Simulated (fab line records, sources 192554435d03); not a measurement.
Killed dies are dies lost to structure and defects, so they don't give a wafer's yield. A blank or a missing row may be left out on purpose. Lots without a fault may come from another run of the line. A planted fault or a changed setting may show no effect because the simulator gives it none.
A struck lot beside a sound one | flow n5_finfet | 25 steps out of a route of 1938
Sound: wafers L671.1, L671.4, L671.5. Struck: wafer L660.3. (L660.5 of the same lot was not struck and is left out.) The cause comes at the end.
At each step with rows: each side's tool, then ch and its chambers, then its first start. Under that, the readings that differ: sound wafers | struck wafers | difference of the means | sigmas: that difference in standard deviations of wafers without a fault.
alike: readings whose means differ by less than 2 such deviations, and words and numbers that are the same on both sides. not compared: withheld readings, readings that some wafer has no value for, bounds like >300 that may hide the same value, and numbers for which the record gives no deviation and whose values overlap.
The two part at a step that has a row with sigmas, a row that says differs or no value, or rows on one side only. Numbers that don't overlap but have no deviation are shown without sigmas and don't part them. A reading that every wafer of one side lacks parts them only if that side has two wafers or more.

first, 10 steps without rows for these wafers: N5_DUMMY_GATE_SRD_26 (time 30 s); N5_DUMMY_GATE_UV_OZONE_45 (time 120 s); N5_SPACER0_ALD_07 (deposits SiNx, target thk 2 nm); N5_SPACER0_ALD_00 (deposits SiOCN, target thk 3.5 nm, pulse time 3 s, purge time 2 s); N5_SPACER0_ALD_08 (deposits SiNx, target thk 2 nm); N5_SD_EPI_N_COAT_32 (time 60 s, resist thk 350 nm); N5_SD_EPI_N_COAT_33 (time 60 s, resist thk 35 nm); N5_SD_EPI_N_COAT_03 (resist thk 150 nm); N5_SD_EPI_N_EBR_05; N5_SD_EPI_N_SOFTBAKE_04 (time 60 s).
N5_SD_EPI_N_EXPOSE_06: exposes mask SD N BLK, target cd 120 nm.
  sound on arfi_scanner-02 ch 0, day 8 15:00; struck on arfi_scanner-01 ch 0, day 5 23:30
  reading            | sound             | struck | difference | sigmas
  reticle_temp_C (C) | 23.15 23.20 23.19 | 22.96  | -0.22      | -2
  alike: mask
then, 2 steps without rows for these wafers: N5_SD_EPI_N_PEB_07 (peb time 60 s); N5_SD_EPI_N_DEVELOP_08 (develop time 30 s).
N5_SD_EPI_N_CD_MEAS_09: target cd 120 nm.
  sound on cd_sem-01 ch 0, day 8 15:08; struck on cd_sem-02 ch 0, day 5 23:37
  reading    | sound             | struck | difference | sigmas
  cd_nm (nm) | 120.0 120.5 120.3 | 122.1  | +1.8       | +3
N5_SD_EPI_N_DESCUM_14: chemistry O2, time 7.9 s.
  sound on rie_diel-06 ch 1,3, day 8 15:13; struck on rie_diel-04 ch 2, day 5 23:43
  reading                   | sound         | struck | difference | sigmas
  model.SD_EPI_N.cd_nm (nm) | 120 120.6 120 | 122.2  | +2.0       |
  alike: drypump_motor_current_A, oes_product_au, rf_vpp_V, showerhead_plenum_p_Torr, temp_c, throttle_valve_pct
  not compared: rf_hours_counter_h
then, 7 steps without rows for these wafers: N5_SD_EPI_N_ETCH_34 (etches SiARC in CF4, target depth 45.5 nm, time 75.8 s); N5_SD_EPI_N_ETCH_35 (etches SOC in N2/H2, overetch 108 nm, time 486 s); N5_SD_EPI_N_STRIP_36 (strips in N2/H2); N5_SD_EPI_N_ETCHBACK_44 (etches SiNx in CH3F/O2, stops on SiO2, target depth 14.5 nm); N5_SD_EPI_N_ETCH_45 (etches SiOCN in CH3F/O2, target depth 6 nm); N5_SD_EPI_N_ETCH_16 (etches SiO2 in CHF3/O2, target depth 5 nm); N5_SD_EPI_N_STRIP_47 (strips in CHF3/O2).
N5_SD_EPI_N_SD_RECESS_17: chemistry HBr/Cl2/O2, target depth 41 nm, time 23.7 s, bt time 3 s.
  sound on rie_si-04 ch 2,3, day 8 15:54; struck on rie_si-02 ch 3, day 6 00:24
  reading                   | sound             | struck | difference | sigmas
  throttle_valve_pct (%)    | 36.80 36.78 36.82 | 37.20  | +0.40      | +2
  model.SD_EPI_N.cd_nm (nm) | 119.2 121.2 120.2 | 122.4  | +2.2       |
  alike: drypump_motor_current_A, oes_product_au
  not compared: rf_hours_counter_h
then, 1 step without rows for these wafers: N5_SD_EPI_N_STRIP_38 (strips in N2/H2).
-- the record jumps here: 5 days lie between the struck wafers' starts before and after (it left off in module SD_EPI_N and takes up again in module BEOL_M4, whose first step shown is number 1111 of the route) --
N5_BEOL_M4_RC_MEAS_101:
  sound on prober-02 ch 0, day 13 13:40; struck on prober-01 ch 0, day 10 18:12
  alike: DIBL_N, DIBL_P, IOFF_N, IOFF_P, ION_N, ION_P, SS_N, SS_P, VT_N, VT_P

WHERE THEY PART
First at N5_SD_EPI_N_EXPOSE_06; last, within this record, at N5_SD_EPI_N_SD_RECESS_17. Later steps at which nothing parts them and some readings are alike: N5_BEOL_M4_RC_MEAS_101.

WHY: what the simulator had put in
Process parameter drift: arfi_scanner-01, from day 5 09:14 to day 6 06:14, at N5_SD_EPI_N_EXPOSE_06. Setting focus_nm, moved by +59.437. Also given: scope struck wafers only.
